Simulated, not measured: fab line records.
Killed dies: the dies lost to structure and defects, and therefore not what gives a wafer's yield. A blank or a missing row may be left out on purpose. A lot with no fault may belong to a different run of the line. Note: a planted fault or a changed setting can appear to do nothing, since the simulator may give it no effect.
fab line records / flow n5Finfet
record: lots: 6 wafers: 18 lastDay: 19
route steps=1938 shown WELL_APT@21 PASSIVATION@1936
lots that met no fault: from a run of the same line without faults
startH: start of the lot's first displayed wafer, in hours after the record's first day / waitH: time in hours since the lot's previous step / " repeats the value in the row above / L1.1+2: one row covering several wafers at once / - no value present, or no start provided / * or withheld: withheld / < > ~ a bound
route shown NAME@n: names a module that has steps shown in the file, with the first one's number in the route / usual: mean and standard deviation over wafers with no fault / same: alike in all rows / chamber/n: place in a boat / sites: readings site by site / _std_site: the values' standard deviation / _edge_site: inner sites' mean taken away from outer sites' mean / radiusMm: for every site, how far away it sits from the centre of the wafer / mask NAME#n: copy n / behind: the last tool/chamber to shape the wafer / hold: why the lot was held/for how many hours/how that ended / device: the transistor (n, p or np) that didn't switch / end of line: the tests these same wafers got at the end of their route / for a step that has no rows: nothing shown but its recipe / killed: dies that structure and defects cost at the first sort, which is not the same as the wafer's yield / map: dies across one wafer; x = killed, . = not, _ = none there
set.NAME: the run value of the setting; set.NAME@STEP: its run value at that earlier step / model.NAME: the simulator's own value behind a step, which no gauge read
lots at selected steps of the route; one table per step, one row per wafer
services: from which hour (startH, from the record's first day; less than 0 if before it) a tool's chamber was out of use, for how many hours, and why
== steps ==
step: N5_WELL_APT_COAT_02
recipe: spinRpm: 1357 resistThkNm: 950
step: N5_WELL_APT_EBR_04
recipe: solvent: PGMEA ebrWidthMm: 1.5
step: N5_WELL_APT_SOFTBAKE_03
recipe: tempC: 130 timeS: 60
step: N5_WELL_APT_EXPOSE_05
recipe: maskId: NWELL na: 0.8 sourceShape: conventional sigmaOuter: 0.8 polarization: unpolarized defocusNm: 0 targetCdNm: 200 doseMj: 20.3
step: N5_WELL_APT_PEB_06
recipe: pebTempC: 130 pebTimeS: 90
step: N5_WELL_APT_DEVELOP_07
recipe: developTimeS: 45 rinseLiquid: surfactantRinse dry: airSpin devTempC: 21
step: N5_WELL_APT_HARDBAKE_12
recipe: tempC: 130 timeS: 120
step: N5_WELL_APT_CD_MEAS_08
recipe: targetCdNm: 200 landingEnergyEv: 500 detector: seInlens
usual: cdNm: 199.9/1.6
lot.wafer=L435.1 tool=cdSem-01 chamber=0 startH=43.81 waitH=- cdNm=200.4
lot.wafer=L435.3 tool=cdSem-01 chamber=0 startH=43.81 waitH=- cdNm=196.8
lot.wafer=L435.5 tool=cdSem-01 chamber=0 startH=43.81 waitH=- cdNm=198.0
lot.wafer=L437.1 tool=cdSem-01 chamber=0 startH=55.76 waitH=- cdNm=199.7
lot.wafer=L437.4 tool=cdSem-01 chamber=0 startH=55.76 waitH=- cdNm=201.2
lot.wafer=L437.6 tool=cdSem-01 chamber=0 startH=55.76 waitH=- cdNm=200.2
lot.wafer=L443.3 tool=cdSem-02 chamber=0 startH=91.73 waitH=- cdNm=200.1
lot.wafer=L443.4 tool=cdSem-02 chamber=0 startH=91.73 waitH=- cdNm=200.9
lot.wafer=L443.5 tool=cdSem-02 chamber=0 startH=91.73 waitH=- cdNm=200.3
lot.wafer=L444.1 tool=cdSem-02 chamber=0 startH=97.71 waitH=- cdNm=201.5
lot.wafer=L444.3 tool=cdSem-02 chamber=0 startH=97.71 waitH=- cdNm=196.1
lot.wafer=L444.4 tool=cdSem-02 chamber=0 startH=97.71 waitH=- cdNm=201.4
lot.wafer=L445.1 tool=cdSem-02 chamber=0 startH=103.74 waitH=- cdNm=200.7
lot.wafer=L445.3 tool=cdSem-02 chamber=0 startH=103.74 waitH=- cdNm=201.4
lot.wafer=L445.6 tool=cdSem-02 chamber=0 startH=103.74 waitH=- cdNm=199.2
lot.wafer=L453.2 tool=cdSem-02 chamber=0 startH=151.87 waitH=- cdNm=201.0
lot.wafer=L453.3 tool=cdSem-02 chamber=0 startH=151.87 waitH=- cdNm=200.1
lot.wafer=L453.4 tool=cdSem-02 chamber=0 startH=151.87 waitH=- cdNm=200.6
step: N5_WELL_APT_OVL_MEAS_09
recipe: pointsPerWafer: 44
usual: NWELL_OVL: -2/4.7
lot.wafer=L435.1 tool=overlay-01 chamber=0 startH=43.84 waitH=0.0 NWELL_OVL[nm]=3
lot.wafer=L435.3 tool=overlay-01 chamber=0 startH=43.84 waitH=0.0 NWELL_OVL[nm]=-3
lot.wafer=L435.5 tool=overlay-01 chamber=0 startH=43.84 waitH=0.0 NWELL_OVL[nm]=3
lot.wafer=L437.1 tool=overlay-02 chamber=0 startH=55.79 waitH=0.0 NWELL_OVL[nm]=-4
lot.wafer=L437.4 tool=overlay-02 chamber=0 startH=55.79 waitH=0.0 NWELL_OVL[nm]=0
lot.wafer=L437.6 tool=overlay-02 chamber=0 startH=55.79 waitH=0.0 NWELL_OVL[nm]=-6
lot.wafer=L443.3 tool=overlay-01 chamber=0 startH=91.75 waitH=0.0 NWELL_OVL[nm]=-8
lot.wafer=L443.4 tool=overlay-01 chamber=0 startH=91.75 waitH=0.0 NWELL_OVL[nm]=-5
lot.wafer=L443.5 tool=overlay-01 chamber=0 startH=91.75 waitH=0.0 NWELL_OVL[nm]=-10
lot.wafer=L444.1 tool=overlay-01 chamber=0 startH=97.74 waitH=0.0 NWELL_OVL[nm]=2
lot.wafer=L444.3 tool=overlay-01 chamber=0 startH=97.74 waitH=0.0 NWELL_OVL[nm]=-2
lot.wafer=L444.4 tool=overlay-01 chamber=0 startH=97.74 waitH=0.0 NWELL_OVL[nm]=4
lot.wafer=L445.1 tool=overlay-02 chamber=0 startH=103.77 waitH=0.0 NWELL_OVL[nm]=-1
lot.wafer=L445.3 tool=overlay-02 chamber=0 startH=103.77 waitH=0.0 NWELL_OVL[nm]=-3
lot.wafer=L445.6 tool=overlay-02 chamber=0 startH=103.77 waitH=0.0 NWELL_OVL[nm]=7
lot.wafer=L453.2 tool=overlay-02 chamber=0 startH=151.90 waitH=0.0 NWELL_OVL[nm]=-6
lot.wafer=L453.3 tool=overlay-02 chamber=0 startH=151.90 waitH=0.0 NWELL_OVL[nm]=-8
lot.wafer=L453.4 tool=overlay-02 chamber=0 startH=151.90 waitH=0.0 NWELL_OVL[nm]=-4
step: N5_WELL_APT_INSPECT_10
recipe: mode: adi inspectInstrument: macro
usual: rawDefectCount: 2.1/1.4
lot.wafer=L435.1 tool=defectInspect-01 chamber=- startH=43.87 waitH=0.0 rawDefectCount=3
lot.wafer=L435.3 tool=defectInspect-01 chamber=- startH=43.87 waitH=0.0 rawDefectCount=2
lot.wafer=L435.5 tool=defectInspect-01 chamber=- startH=43.87 waitH=0.0 rawDefectCount=3
lot.wafer=L437.1 tool=defectInspect-02 chamber=- startH=55.82 waitH=0.0 rawDefectCount=3
lot.wafer=L437.4 tool=defectInspect-02 chamber=- startH=55.82 waitH=0.0 rawDefectCount=1
lot.wafer=L437.6 tool=defectInspect-02 chamber=- startH=55.82 waitH=0.0 rawDefectCount=0
lot.wafer=L443.3 tool=defectInspect-01 chamber=- startH=91.78 waitH=0.0 rawDefectCount=3
lot.wafer=L443.4 tool=defectInspect-01 chamber=- startH=91.78 waitH=0.0 rawDefectCount=7
lot.wafer=L443.5 tool=defectInspect-01 chamber=- startH=91.78 waitH=0.0 rawDefectCount=2
lot.wafer=L444.1 tool=defectInspect-02 chamber=- startH=97.76 waitH=0.0 rawDefectCount=2
lot.wafer=L444.3 tool=defectInspect-02 chamber=- startH=97.76 waitH=0.0 rawDefectCount=0
lot.wafer=L444.4 tool=defectInspect-02 chamber=- startH=97.76 waitH=0.0 rawDefectCount=1
lot.wafer=L445.1 tool=defectInspect-01 chamber=- startH=103.79 waitH=0.0 rawDefectCount=2
lot.wafer=L445.3 tool=defectInspect-01 chamber=- startH=103.79 waitH=0.0 rawDefectCount=2
lot.wafer=L445.6 tool=defectInspect-01 chamber=- startH=103.79 waitH=0.0 rawDefectCount=1
lot.wafer=L453.2 tool=defectInspect-01 chamber=- startH=151.92 waitH=0.0 rawDefectCount=4
lot.wafer=L453.3 tool=defectInspect-01 chamber=- startH=151.92 waitH=0.0 rawDefectCount=3
lot.wafer=L453.4 tool=defectInspect-01 chamber=- startH=151.92 waitH=0.0 rawDefectCount=4
step: N5_WELL_APT_DESCUM_13
recipe: chemistry: O2 timeS: 7.9 sourcePowerW: 50 biasPowerW: 20 pressureMtorr: 20 rfFrequencyHz: 2.712e+07 tempC: 40 o2FlowSccm: 225
usual: drypumpMotorCurrentA: 5.69/0.28 oesProductAu: 0.79/0.11 rfVppV: 243.4/1.5 showerheadPlenumPTorr: 2.11/0.079 tempC: 40.00/0.11 throttleValvePct: 20.37/0.27
lot.wafer=L435.1 tool=rieDiel-05 chamber=0 startH=43.94 waitH=0.1 drypumpMotorCurrentA=5.58 oesProductAu=0.85 rfHoursCounterH=63 rfVppV=243.4 showerheadPlenumPTorr=2.14 tempC=39.86 throttleValvePct=20.17
lot.wafer=L435.3 tool=rieDiel-05 chamber=1 startH=43.94 waitH=0.1 drypumpMotorCurrentA=5.80 oesProductAu=0.71 rfHoursCounterH=227 rfVppV=244.4 showerheadPlenumPTorr=2.14 tempC=39.91 throttleValvePct=20.12
lot.wafer=L435.5 tool=rieDiel-05 chamber=0 startH=43.94 waitH=0.1 drypumpMotorCurrentA=5.59 oesProductAu=0.85 rfHoursCounterH=- rfVppV=242.8 showerheadPlenumPTorr=2.14 tempC=39.99 throttleValvePct=20.17
lot.wafer=L437.1 tool=rieDiel-06 chamber=0 startH=55.85 waitH=0.0 drypumpMotorCurrentA=5.62 oesProductAu=0.95 rfHoursCounterH=9 rfVppV=244.9 showerheadPlenumPTorr=2.22 tempC=40.10 throttleValvePct=20.34
lot.wafer=L437.4 tool=rieDiel-06 chamber=1 startH=55.85 waitH=0.0 drypumpMotorCurrentA=5.62 oesProductAu=0.89 rfHoursCounterH=- rfVppV=242.0 showerheadPlenumPTorr=2.05 tempC=40.02 throttleValvePct=20.17
lot.wafer=L437.6 tool=rieDiel-06 chamber=3 startH=55.85 waitH=0.0 drypumpMotorCurrentA=5.26 oesProductAu=0.72 rfHoursCounterH=- rfVppV=244.1 showerheadPlenumPTorr=2.14 tempC=39.86 throttleValvePct=20.08
lot.wafer=L443.3 tool=rieDiel-05 chamber=1 startH=91.81 waitH=0.0 drypumpMotorCurrentA=5.82 oesProductAu=0.69 rfHoursCounterH=242 rfVppV=243.6 showerheadPlenumPTorr=2.13 tempC=40.04 throttleValvePct=20.13
lot.wafer=L443.4 tool=rieDiel-05 chamber=3 startH=91.81 waitH=0.0 drypumpMotorCurrentA=5.91 oesProductAu=0.70 rfHoursCounterH=220 rfVppV=242.5 showerheadPlenumPTorr=2.06 tempC=40.03 throttleValvePct=20.56
lot.wafer=L443.5 tool=rieDiel-05 chamber=3 startH=91.81 waitH=0.0 drypumpMotorCurrentA=5.89 oesProductAu=0.70 rfHoursCounterH=- rfVppV=241.8 showerheadPlenumPTorr=2.06 tempC=40.05 throttleValvePct=20.57
lot.wafer=L444.1 tool=rieDiel-04 chamber=3 startH=97.83 waitH=0.1 drypumpMotorCurrentA=6.04 oesProductAu=0.93 rfHoursCounterH=15 rfVppV=245.4 showerheadPlenumPTorr=2.24 tempC=40.10 throttleValvePct=20.39
lot.wafer=L444.3 tool=rieDiel-04 chamber=2 startH=97.83 waitH=0.1 drypumpMotorCurrentA=5.46 oesProductAu=0.70 rfHoursCounterH=190 rfVppV=240.9 showerheadPlenumPTorr=1.99 tempC=39.85 throttleValvePct=20.85
lot.wafer=L444.4 tool=rieDiel-04 chamber=1 startH=97.83 waitH=0.1 drypumpMotorCurrentA=6.05 oesProductAu=0.66 rfHoursCounterH=235 rfVppV=243.7 showerheadPlenumPTorr=2.14 tempC=40.02 throttleValvePct=20.66
lot.wafer=L445.1 tool=rieDiel-04 chamber=0 startH=103.83 waitH=0.0 drypumpMotorCurrentA=5.41 oesProductAu=0.69 rfHoursCounterH=204 rfVppV=244.2 showerheadPlenumPTorr=2.08 tempC=39.98 throttleValvePct=20.37
lot.wafer=L445.3 tool=rieDiel-04 chamber=1 startH=103.83 waitH=0.0 drypumpMotorCurrentA=6.04 oesProductAu=0.67 rfHoursCounterH=237 rfVppV=244.6 showerheadPlenumPTorr=2.14 tempC=39.98 throttleValvePct=20.64
lot.wafer=L445.6 tool=rieDiel-04 chamber=3 startH=103.83 waitH=0.0 drypumpMotorCurrentA=6.03 oesProductAu=0.92 rfHoursCounterH=- rfVppV=244.1 showerheadPlenumPTorr=2.24 tempC=39.87 throttleValvePct=20.38
lot.wafer=L453.2 tool=rieDiel-05 chamber=1 startH=151.96 waitH=0.0 drypumpMotorCurrentA=5.80 oesProductAu=0.96 rfHoursCounterH=4 rfVppV=243.9 showerheadPlenumPTorr=2.13 tempC=40.11 throttleValvePct=19.78
lot.wafer=L453.3 tool=rieDiel-05 chamber=3 startH=151.96 waitH=0.0 drypumpMotorCurrentA=5.91 oesProductAu=0.69 rfHoursCounterH=244 rfVppV=242.0 showerheadPlenumPTorr=2.06 tempC=40.14 throttleValvePct=20.61
lot.wafer=L453.4 tool=rieDiel-05 chamber=2 startH=151.96 waitH=0.0 drypumpMotorCurrentA=6.14 oesProductAu=0.86 rfHoursCounterH=62 rfVppV=243.2 showerheadPlenumPTorr=2.10 tempC=39.91 throttleValvePct=20.45
step: N5_WELL_APT_IMPLANT_14
recipe: species: P energyKev: 160 doseCm2: 1.5e+13 tiltDeg: 0 rotationDeg: 0
step: N5_WELL_APT_IMPLANT_15
recipe: species: As energyKev: 25 doseCm2: 1.5e+13 tiltDeg: 0 rotationDeg: 0
usual: doseIonsCm2: 1.5005e+13/1.7e+10 faradayCurrentUA: 190/3.8
lot.wafer=L435.1 tool=implanter-02 chamber=0 startH=44.22 waitH=0.1 doseIonsCm2=1.4959e+13 faradayCurrentUA=198
lot.wafer=L435.3 tool=implanter-02 chamber=0 startH=44.22 waitH=0.1 doseIonsCm2=1.5004e+13 faradayCurrentUA=192
lot.wafer=L435.5 tool=implanter-02 chamber=0 startH=44.22 waitH=0.1 doseIonsCm2=1.5013e+13 faradayCurrentUA=192
lot.wafer=L437.1 tool=implanter-01 chamber=0 startH=56.13 waitH=0.1 doseIonsCm2=1.5007e+13 faradayCurrentUA=190
lot.wafer=L437.4 tool=implanter-01 chamber=0 startH=56.13 waitH=0.1 doseIonsCm2=1.5033e+13 faradayCurrentUA=188
lot.wafer=L437.6 tool=implanter-01 chamber=0 startH=56.13 waitH=0.1 doseIonsCm2=1.5008e+13 faradayCurrentUA=188
lot.wafer=L443.3 tool=implanter-02 chamber=0 startH=92.15 waitH=0.1 doseIonsCm2=1.2727e+13 faradayCurrentUA=161
lot.wafer=L443.4 tool=implanter-02 chamber=0 startH=92.15 waitH=0.1 doseIonsCm2=1.2725e+13 faradayCurrentUA=162
lot.wafer=L443.5 tool=implanter-02 chamber=0 startH=92.15 waitH=0.1 doseIonsCm2=1.2749e+13 faradayCurrentUA=158
lot.wafer=L444.1 tool=implanter-02 chamber=0 startH=98.11 waitH=0.1 doseIonsCm2=1.2746e+13 faradayCurrentUA=163
lot.wafer=L444.3 tool=implanter-02 chamber=0 startH=98.11 waitH=0.1 doseIonsCm2=1.2728e+13 faradayCurrentUA=163
lot.wafer=L444.4 tool=implanter-02 chamber=0 startH=98.11 waitH=0.1 doseIonsCm2=1.2745e+13 faradayCurrentUA=160
lot.wafer=L445.1 tool=implanter-01 chamber=0 startH=104.11 waitH=0.1 doseIonsCm2=1.4989e+13 faradayCurrentUA=192
lot.wafer=L445.3 tool=implanter-01 chamber=0 startH=104.11 waitH=0.1 doseIonsCm2=1.4961e+13 faradayCurrentUA=187
lot.wafer=L445.6 tool=implanter-01 chamber=0 startH=104.11 waitH=0.1 doseIonsCm2=1.4987e+13 faradayCurrentUA=190
lot.wafer=L453.2 tool=implanter-01 chamber=0 startH=152.27 waitH=0.1 doseIonsCm2=1.4995e+13 faradayCurrentUA=186
lot.wafer=L453.3 tool=implanter-01 chamber=0 startH=152.27 waitH=0.1 doseIonsCm2=1.4986e+13 faradayCurrentUA=189
lot.wafer=L453.4 tool=implanter-01 chamber=0 startH=152.27 waitH=0.1 doseIonsCm2=1.497e+13 faradayCurrentUA=190
step: N5_WELL_APT_STRIP_16
recipe: chemistry: SPM timeS: 900 tempC: 130 h2so4H2o2VolRatio: 4 dry: ipaMarangoni
step: N5_PASSIVATION_PROBE_49
usual: killed_at_M0_to_M3: 36/11 killed_at_M4_up: 14/5.2 killedAtContacts: 12/6.1 killedAtFrontEnd: 40/12 killedAtOther: 3.2/2.5 killedDies: 105/16 killedOpen: 68/12 killedShort: 35/8.7
same: grossDies: 1180 killedAtBackSide: 0
lot.wafer=L435.1 tool=prober-01 chamber=- startH=332.86 waitH=0.0 killed_at_M0_to_M3=58 killed_at_M4_up=7 killedAtContacts=13 killedAtFrontEnd=27 killedAtOther=3 killedDies=108 killedOpen=70 killedShort=38
lot.wafer=L435.3 tool=prober-01 chamber=- startH=332.96 waitH=0.1 killed_at_M0_to_M3=36 killed_at_M4_up=18 killedAtContacts=12 killedAtFrontEnd=36 killedAtOther=3 killedDies=105 killedOpen=63 killedShort=41
lot.wafer=L435.5 tool=prober-01 chamber=- startH=333.06 waitH=0.2 killed_at_M0_to_M3=49 killed_at_M4_up=13 killedAtContacts=8 killedAtFrontEnd=27 killedAtOther=6 killedDies=103 killedOpen=64 killedShort=38
lot.wafer=L437.1 tool=prober-02 chamber=- startH=349.16 waitH=0.0 killed_at_M0_to_M3=36 killed_at_M4_up=18 killedAtContacts=4 killedAtFrontEnd=40 killedAtOther=0 killedDies=98 killedOpen=63 killedShort=31
lot.wafer=L437.4 tool=prober-02 chamber=- startH=349.31 waitH=0.2 killed_at_M0_to_M3=40 killed_at_M4_up=13 killedAtContacts=6 killedAtFrontEnd=44 killedAtOther=0 killedDies=103 killedOpen=68 killedShort=25
lot.wafer=L437.6 tool=prober-02 chamber=- startH=349.41 waitH=0.3 killed_at_M0_to_M3=45 killed_at_M4_up=17 killedAtContacts=9 killedAtFrontEnd=25 killedAtOther=7 killedDies=103 killedOpen=69 killedShort=31
lot.wafer=L444.1 tool=prober-01 chamber=- startH=384.40 waitH=0.0 killed_at_M0_to_M3=41 killed_at_M4_up=9 killedAtContacts=9 killedAtFrontEnd=55 killedAtOther=3 killedDies=117 killedOpen=79 killedShort=37
lot.wafer=L444.3 tool=prober-01 chamber=- startH=384.50 waitH=0.1 killed_at_M0_to_M3=28 killed_at_M4_up=9 killedAtContacts=16 killedAtFrontEnd=44 killedAtOther=3 killedDies=100 killedOpen=73 killedShort=27
lot.wafer=L444.4 tool=prober-01 chamber=- startH=384.55 waitH=0.2 killed_at_M0_to_M3=42 killed_at_M4_up=8 killedAtContacts=13 killedAtFrontEnd=41 killedAtOther=3 killedDies=107 killedOpen=65 killedShort=39
lot.wafer=L443.3 tool=prober-01 chamber=- startH=388.24 waitH=0.1 killed_at_M0_to_M3=46 killed_at_M4_up=12 killedAtContacts=3 killedAtFrontEnd=30 killedAtOther=6 killedDies=97 killedOpen=62 killedShort=34
lot.wafer=L443.4 tool=prober-01 chamber=- startH=388.29 waitH=0.2 killed_at_M0_to_M3=61 killed_at_M4_up=17 killedAtContacts=12 killedAtFrontEnd=45 killedAtOther=3 killedDies=138 killedOpen=86 killedShort=52
lot.wafer=L443.5 tool=prober-01 chamber=- startH=388.34 waitH=0.2 killed_at_M0_to_M3=50 killed_at_M4_up=28 killedAtContacts=11 killedAtFrontEnd=46 killedAtOther=5 killedDies=140 killedOpen=97 killedShort=40
lot.wafer=L445.1 tool=prober-01 chamber=- startH=409.35 waitH=0.0 killed_at_M0_to_M3=31 killed_at_M4_up=20 killedAtContacts=13 killedAtFrontEnd=49 killedAtOther=4 killedDies=117 killedOpen=75 killedShort=39
lot.wafer=L445.3 tool=prober-01 chamber=- startH=409.45 waitH=0.1 killed_at_M0_to_M3=36 killed_at_M4_up=17 killedAtContacts=3 killedAtFrontEnd=59 killedAtOther=9 killedDies=124 killedOpen=77 killedShort=46
lot.wafer=L445.6 tool=prober-01 chamber=- startH=409.60 waitH=0.3 killed_at_M0_to_M3=41 killed_at_M4_up=9 killedAtContacts=10 killedAtFrontEnd=41 killedAtOther=13 killedDies=114 killedOpen=72 killedShort=40
lot.wafer=L453.2 tool=prober-01 chamber=- startH=459.17 waitH=0.1 killed_at_M0_to_M3=36 killed_at_M4_up=11 killedAtContacts=10 killedAtFrontEnd=64 killedAtOther=1 killedDies=122 killedOpen=59 killedShort=59
lot.wafer=L453.3 tool=prober-01 chamber=- startH=459.22 waitH=0.1 killed_at_M0_to_M3=40 killed_at_M4_up=16 killedAtContacts=5 killedAtFrontEnd=61 killedAtOther=2 killedDies=124 killedOpen=88 killedShort=33
lot.wafer=L453.4 tool=prober-01 chamber=- startH=459.27 waitH=0.2 killed_at_M0_to_M3=16 killed_at_M4_up=15 killedAtContacts=19 killedAtFrontEnd=40 killedAtOther=0 killedDies=90 killedOpen=52 killedShort=36
killed by level:class
L435.1 BEOL_M0_SAQP:geometricParticle:short=15 BEOL_M0_SAQP:geometricParticle:open=14 BEOL_M2:geometricParticle:open=14 MOL_CONTACT_COAG:geometricParticle:open=10 BEOL_M2:geometricParticle:short=7 BEOL_M1:geometricParticle:open=6 FIN_SAQP:geometricParticle:short=4 STI_FIN_REVEAL:geometricParticle:open=4
L435.3 FIN_SAQP:geometricParticle:short=12 MOL_CONTACT_COAG:geometricParticle:open=10 BEOL_M0_SAQP:geometricParticle:short=8 BEOL_M2:geometricParticle:open=8 BEOL_M4:geometricParticle:open=7 BEOL_M0_SAQP:geometricParticle:open=6 BEOL_M3:geometricParticle:open=6 FIN_SAQP:geometricParticle:open=4
L435.5 BEOL_M0_SAQP:geometricParticle:open=15 BEOL_M0_SAQP:geometricParticle:short=14 FIN_SAQP:geometricParticle:open=9 MOL_CONTACT_COAG:geometricParticle:open=8 BEOL_M2:geometricParticle:open=6 BEOL_M1:geometricParticle:open=5 BEOL_M3:geometricParticle:open=4 BEOL_M4:geometricParticle:open=4
L437.1 FIN_SAQP:geometricParticle:open=12 BEOL_M0_SAQP:geometricParticle:short=9 BEOL_M0_SAQP:geometricParticle:open=7 STI_FIN_REVEAL:geometricParticle:open=6 BEOL_M2:geometricParticle:open=6 BEOL_M4:geometricParticle:open=6 STARTING-WAFER:geometricParticle:short=5 FIN_SAQP:geometricParticle:short=4
L437.4 BEOL_M2:geometricParticle:open=13 FIN_SAQP:geometricParticle:short=9 STI_FIN_REVEAL:geometricParticle:open=9 BEOL_M0_SAQP:geometricParticle:open=8 BEOL_M4:geometricParticle:open=7 HKMG_FIN:areaEtch=7 FIN_SAQP:geometricParticle:open=6 DUMMY_GATE:geometricParticle:open=6
L437.6 BEOL_M4:geometricParticle:open=15 BEOL_M0_SAQP:geometricParticle:short=14 BEOL_M0_SAQP:geometricParticle:open=11 BEOL_M2:geometricParticle:open=6 FIN_SAQP:geometricParticle:open=5 DUMMY_GATE:geometricParticle:open=5 BEOL_M1:geometricParticle:open=5 MOL_CONTACT_COAG:geometricParticle:open=4
L444.1 FIN_SAQP:geometricParticle:open=13 FIN_SAQP:geometricParticle:short=13 BEOL_M1:geometricParticle:open=11 MOL_CONTACT_COAG:geometricParticle:open=8 BEOL_M3:geometricParticle:open=8 BEOL_M0_SAQP:geometricParticle:short=7 STI_FIN_REVEAL:geometricParticle:open=6 BEOL_M2:geometricParticle:open=6
L444.3 FIN_SAQP:geometricParticle:open=15 FIN_SAQP:geometricParticle:short=14 MOL_CONTACT_COAG:geometricParticle:open=14 BEOL_M2:geometricParticle:open=10 BEOL_M1:geometricParticle:open=9 STI_FIN_REVEAL:geometricParticle:open=7 ILD0:geometricParticle:short=5 BEOL_M3:geometricParticle:open=4
L444.4 BEOL_M0_SAQP:geometricParticle:open=13 FIN_SAQP:geometricParticle:short=11 BEOL_M0_SAQP:geometricParticle:short=11 BEOL_M2:geometricParticle:open=10 FIN_SAQP:geometricParticle:open=8 MOL_CONTACT_COAG:geometricParticle:open=8 STI_FIN_REVEAL:geometricParticle:open=6 BEOL_M1:geometricParticle:open=4
L443.3 BEOL_M0_SAQP:geometricParticle:short=11 BEOL_M2:geometricParticle:open=10 DUMMY_GATE:geometricParticle:open=6 BEOL_M3:geometricParticle:open=6 BEOL_M1:geometricParticle:open=6 FIN_SAQP:geometricParticle:open=4 GATE_CUT:geometricParticle:open=4 BEOL_M4:geometricParticle:open=4
L443.4 BEOL_M0_SAQP:geometricParticle:short=14 FIN_SAQP:geometricParticle:short=12 BEOL_M3:geometricParticle:open=12 BEOL_M2:geometricParticle:open=12 MOL_CONTACT_COAG:geometricParticle:open=11 BEOL_M4:geometricParticle:open=9 GATE_CUT:geometricParticle:short=7 BEOL_M0_SAQP:geometricParticle:open=7
L443.5 BEOL_M1:geometricParticle:open=16 BEOL_M4:geometricParticle:open=15 MOL_CONTACT_COAG:geometricParticle:open=10 BEOL_M2:geometricParticle:open=9 FIN_SAQP:geometricParticle:short=8 BEOL_M0_SAQP:geometricParticle:open=8 BEOL_M3:geometricParticle:open=7 DUMMY_GATE:geometricParticle:open=6
L445.1 FIN_SAQP:geometricParticle:open=14 MOL_CONTACT_COAG:geometricParticle:open=9 BEOL_M4:geometricParticle:open=9 BEOL_M0_SAQP:geometricParticle:short=8 STI_FIN_REVEAL:geometricParticle:open=7 FIN_SAQP:geometricParticle:short=6 BEOL_M0_SAQP:geometricParticle:open=5 BEOL_M2:geometricParticle:open=5
L445.3 BEOL_M2:geometricParticle:open=12 SPACER0:geometricParticle:open=10 BEOL_M0_SAQP:geometricParticle:short=10 SPACER0:geometricParticle:short=8 GATE_CUT:geometricParticle:short=8 STI_FIN_REVEAL:geometricParticle:open=7 GATE_CUT:geometricParticle:open=6 FIN_SAQP:geometricParticle:open=5
L445.6 STI_FIN_REVEAL:geometricParticle:open=13 BEOL_M3:geometricParticle:open=12 BEOL_M0_SAQP:geometricParticle:open=11 FIN_SAQP:geometricParticle:short=7 FIN_SAQP:geometricParticle:open=5 MOL_CONTACT_COAG:geometricParticle:short=5 MOL_CONTACT_COAG:geometricParticle:open=5 BEOL_M2:geometricParticle:open=5
L453.2 GATE_CUT:geometricParticle:short=16 FIN_SAQP:geometricParticle:open=15 FIN_SAQP:geometricParticle:short=9 BEOL_M3:geometricParticle:short=9 BEOL_M0_SAQP:geometricParticle:short=8 BEOL_M1:geometricParticle:open=8 GATE_CUT:geometricParticle:open=7 MOL_CONTACT_COAG:geometricParticle:open=6
L453.3 FIN_SAQP:geometricParticle:open=19 STI_FIN_REVEAL:geometricParticle:open=14 BEOL_M1:geometricParticle:open=12 FIN_SAQP:geometricParticle:short=10 BEOL_M4:geometricParticle:open=10 BEOL_M3:geometricParticle:open=8 BEOL_M3:geometricParticle:short=5 DUMMY_GATE:geometricParticle:open=4
L453.4 STI_FIN_REVEAL:geometricParticle:open=11 MOL_CONTACT_COAG:geometricParticle:open=11 FIN_SAQP:geometricParticle:short=9 MOL_CONTACT_COAG:geometricParticle:short=8 FIN_SAQP:geometricParticle:open=6 STARTING-WAFER:geometricParticle:short=5 BEOL_M4:geometricParticle:open=4 BEOL_M0_SAQP:geometricParticle:open=3
== services ==
tool=implanter-02 chamber=- startH=24.15 hours=4.1 kind=pm
tool=rieDiel-05 chamber=1 startH=25.53 hours=12.9 kind=repair
tool=rieDiel-05 chamber=2 startH=33.92 hours=5.1 kind=repair
tool=rieDiel-05 chamber=3 startH=34.05 hours=15.0 kind=repair
tool=rieDiel-04 chamber=3 startH=38.73 hours=- kind=clean
tool=rieDiel-04 chamber=3 startH=38.73 hours=- kind=consumableReplace:focusRing
tool=rieDiel-04 chamber=3 startH=38.73 hours=- kind=consumableReplace:showerhead
tool=rieDiel-04 chamber=3 startH=38.73 hours=18.4 kind=scheduledDown
tool=rieDiel-04 chamber=3 startH=38.73 hours=18.4 kind=ventCycle
tool=rieDiel-04 chamber=1 startH=43.45 hours=2.5 kind=repair
tool=rieDiel-04 chamber=- startH=48.49 hours=0.8 kind=repair
tool=rieDiel-05 chamber=1 startH=51.58 hours=5.4 kind=repair
tool=implanter-02 chamber=- startH=55.86 hours=3.1 kind=pm
tool=rieDiel-05 chamber=3 startH=87.35 hours=1.4 kind=repair
tool=implanter-02 chamber=- startH=107.23 hours=4.5 kind=pm
tool=rieDiel-05 chamber=1 startH=117.01 hours=- kind=clean
tool=rieDiel-05 chamber=1 startH=117.01 hours=- kind=consumableReplace:focusRing
tool=rieDiel-05 chamber=1 startH=117.01 hours=21.5 kind=scheduledDown
tool=rieDiel-05 chamber=1 startH=117.01 hours=21.5 kind=ventCycle
tool=rieDiel-04 chamber=0 startH=120.85 hours=5.2 kind=repair
tool=rieDiel-04 chamber=1 startH=135.28 hours=- kind=clean
tool=rieDiel-04 chamber=1 startH=135.28 hours=- kind=consumableReplace:focusRing
tool=rieDiel-04 chamber=1 startH=135.28 hours=16.8 kind=scheduledDown
tool=rieDiel-04 chamber=1 startH=135.28 hours=16.8 kind=ventCycle
== key ==
firstSign: step: N5_WELL_APT_IMPLANT_15 reading: doseIonsCm2 direction: down sigmas: 99+ usual: 1.5005e+13 struck: 1.2737e+13
effect: step: N5_WELL_APT_IMPLANT_15 reading: faradayCurrentUA direction: down sigmas: 7.7 usual: 190 struck: 161
metAt N5_WELL_APT_IMPLANT_15
struckWafers L443.3,L443.4,L443.5,L444.1,L444.3,L444.4
testerLeftOut L443,L444
onsetBetween 44.22 92.15
fault: kind: processParameterDrift tool: implanter-02 chamber: - onsetH: 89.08 steps: N5_WELL_APT_IMPLANT_15 channel: doseCm2 offset: -2.2522e+12 shape: step endH: 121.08 actsIn: theseRecipesOnly stated: 1.5e+13
testerLeftOut: of these lots the tester's yield and bins aren't shown, on N5 and GAA mostly nor the transistor test; their killed dies are dies lost to structure and defects alone, not to doping, threshold or leakage, so they don't give the yield
